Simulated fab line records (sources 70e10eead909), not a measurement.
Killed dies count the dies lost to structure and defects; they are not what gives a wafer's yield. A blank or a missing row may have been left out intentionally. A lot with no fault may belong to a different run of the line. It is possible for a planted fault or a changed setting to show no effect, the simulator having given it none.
Problem report in the 8D (eight disciplines) form, filled by code ; flow nand_harc ; the parts of the form that need people (team, actions taken, sign-off) are left out

## 1. WHAT WENT WRONG
At NHARC_END_SORT_01, killed_at_array averages 673 over 6 wafers from 2 lots, while fault-free wafers read 57, standard deviation 20. Measured from the usual mean, that is +31 standard deviations.
The first sign was on wafer L441.1 at day 32 13:10, on prober-01. The record holds 6 wafers of 2 lots with a number at this step. Rule for "out", or "out of limits": more than 4 standard deviations from the usual mean. All remaining wafers that have a number are taken as sound.

## 2. WHAT THIS IS AND IS NOT
question;is;is not
which readings at this step;killed_at_array, killed_dies;killed_at_other, killed_at_periphery, killed_open, killed_short
which lots;L441, L443;-
which wafers of those lots;all that have a number;-
read on which gauges;prober-01;-
when;from day 32 13:10;up to then (0 sound wafers)

## 3. THE SUSPECTS, EACH WITH WHAT RULES IT OUT
Counting: any tool at a process step up to the reading is kept as a suspect provided that every lot that is out went through it and no sound lot did after the first of them.
- the gauge at NHARC_END_SORT_01 has been ruled out. All the wafers that are out were read on prober-01, but those of them that NHARC_A_STAIRCASE_ETCH_221 has rows for are out there too, on other tools.
- rie_diel-04 at NHARC_A_STAIRCASE_DESCUM_219 (chemistry O2, time 3 s): kept. It ran every lot that is out, first L441 (day 23 22:36), and no sound lot after that.
- rie_diel-04 at NHARC_A_STAIRCASE_ETCH_221 (etches the open film in C4F8/O2, target depth 100 nm, time 40.5 s): kept. It ran every lot that is out, first L441 (day 23 22:54), and no sound lot after that. On those wafers its own readings are out: oes_product_au, rf_fwd_power_W.
- rie_diel-04 at NHARC_A_STAIRCASE_ETCH_227 (etches the open film in C4F8/O2, target depth 100 nm, time 40.5 s): kept. It ran every lot that is out, first L441 (day 32 13:10), and no sound lot after that. NHARC_A_STAIRCASE_ETCH_227 gives no start for some lots, so the hours and the order of its lots are those of NHARC_END_SORT_01.
Left after counting: rie_diel-04 at NHARC_A_STAIRCASE_DESCUM_219, rie_diel-04 at NHARC_A_STAIRCASE_ETCH_221, rie_diel-04 at NHARC_A_STAIRCASE_ETCH_227.

## 4. THE CAUSE (what the simulator had put in)
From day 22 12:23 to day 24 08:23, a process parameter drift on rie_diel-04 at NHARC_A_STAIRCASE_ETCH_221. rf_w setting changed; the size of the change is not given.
This tool is one of the 3 suspects left after counting.

## 5. THE CHAIN OF EFFECTS, in route order
One row per reading whose mean, taken over the struck wafers that have a number, lies over 3 standard deviations from the usual. Scope: only readings with a usual standard deviation given in the record; hours: median across lots of the time from each lot's start at the first step in this table that gives one to its start at this step; sigmas: change in usual standard deviations.
hours;step;reading;usual;on struck wafers;change;sigmas
0;NHARC_A_STAIRCASE_ETCH_221;oes_product_au;0.945 a.u.;1.162;+0.217;+13
0;NHARC_A_STAIRCASE_ETCH_221;rf_fwd_power_W;592.6 W;833.9;+241.2;+89
209;NHARC_END_SORT_01;killed_at_array;57;673;+616;+31
209;NHARC_END_SORT_01;killed_dies;62;677;+615;+29
Its process steps:
- NHARC_A_STAIRCASE_ETCH_221: etches the open film in C4F8/O2, target depth 100 nm, time 40.5 s.

## 6. WHAT WOULD HAVE CAUGHT IT SOONER
The first out-of-limits reading at a measuring or inspecting step in this record came at day 32 13:10, 241 hours after the fault's start at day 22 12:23.
At NHARC_A_STAIRCASE_ETCH_221, the tool's own readings (oes_product_au, rf_fwd_power_W) were out on each struck wafer the step has a row for, so an alarm limit on them would have fired on the first such wafer.
The start of NHARC_A_STAIRCASE_ETCH_221 on rie_diel-04 came by day 32 13:10 for every one of the lots that are out (2). None of them would have been spared by holding the tool at that moment.
